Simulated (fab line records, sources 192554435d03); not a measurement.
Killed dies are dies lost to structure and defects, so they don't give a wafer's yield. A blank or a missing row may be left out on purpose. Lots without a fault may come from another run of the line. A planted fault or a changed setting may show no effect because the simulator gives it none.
Chamber matching | flow n5_finfet | N5_HKMG_FIN_NWFM_ALD_20 on ald_metal-01: 4 sister chambers
The step deposits TiAlC, target thk 2 nm, pulse time 3 s, purge time 2 s. 4 wafers are shown with their chamber, then 7 later ones without.

WAFERS WITH THEIR CHAMBER
wafer  | chamber | heater_power_w (W)
L522.1 | 3       | 450
L529.2 | 2       | 398
L532.2 | 0       | 500
L532.5 | 1       | 404

WAFERS WITHOUT THEIR CHAMBER
wafer  | heater_power_w (W)
L532.6 | 493
L534.2 | 400
L534.4 | 500
L534.6 | 450
L543.1 | 446
L543.4 | 400
L543.5 | 399

WHICH CHAMBER EACH WENT THROUGH
wafer  | from the rows above     | in truth
L532.6 | 0                       | 0
L534.2 | can't be placed: 2 or 1 | 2
L534.4 | 0                       | 0
L534.6 | 3                       | 3
L543.1 | 3                       | 3
L543.4 | can't be placed: 2 or 1 | 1
L543.5 | can't be placed: 2 or 1 | 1
Placed correctly: 4 of 7. Can't be placed from these rows: 3 (the true chamber is among the candidates in 3). Placed wrongly: 0.
How it was worked out, from the rows above alone: a wafer's distance from a chamber is the root of the sum, over the readings, of the square of ((its reading less the chamber's mean) divided by the reading's scatter). The wafer belongs to the nearest chamber; if the next one is less than 2 further off, it can't be placed. A chamber's mean is the mean of its shown wafers. The scatter: with one shown wafer a chamber, the root of the mean of the squares of how far each hidden wafer lies from its nearest shown one.
